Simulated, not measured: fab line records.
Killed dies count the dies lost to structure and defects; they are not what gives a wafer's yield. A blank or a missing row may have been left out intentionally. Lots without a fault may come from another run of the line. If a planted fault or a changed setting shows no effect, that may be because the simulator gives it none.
Matching of chambers | flow n5Finfet | N5_GATE_CUT_CMP_43 on cmp-01: 4 sister chambers
The step polishes SiO2. 4 wafers are shown with their chamber, then 9 later ones without.

## WAFERS PAIRED WITH THEIR CHAMBERS
wafer  | chamber | motorCurrentA (A)
L082.2 | 0       | 13.4
L088.1 | 1       | 11.2
L088.2 | 3       | 12.8
L088.3 | 2       | 11.0

## WAFERS WHOSE CHAMBER IS MISSING
wafer  | motorCurrentA (A)
L093.1 | 10.7
L093.4 | 10.7
L093.6 | 10.7
L095.3 | 10.7
L095.5 | 13.9
L095.6 | 13.0
L097.2 | 12.9
L097.4 | 11.0
L097.5 | 11.2

## THE CHAMBER EACH PASSED THROUGH
wafer  | from the rows above     | in truth
L093.1 | can't be placed: 2 or 1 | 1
L093.4 | can't be placed: 2 or 1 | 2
L093.6 | can't be placed: 2 or 1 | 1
L095.3 | can't be placed: 2 or 1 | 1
L095.5 | 0                       | 0
L095.6 | can't be placed: 3 or 0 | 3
L097.2 | can't be placed: 3 or 0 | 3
L097.4 | can't be placed: 2 or 1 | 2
L097.5 | can't be placed: 1 or 2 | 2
Correctly placed: 1 of 9. Not placeable from these rows: 8 (in 8, the candidates include the true chamber). Wrongly placed: 0.
How it was worked out, from the rows above alone: a wafer's distance from a chamber is the root of the sum, over the readings, of the square of ((its reading less the chamber's mean) divided by the reading's scatter). The wafer belongs to the nearest chamber; if the next one is less than 2 further off, it can't be placed. For every chamber, the mean is computed from those of its wafers that are shown. The scatter: root of mean squared gap, hidden wafer to nearest shown wafer, with one shown wafer a chamber.
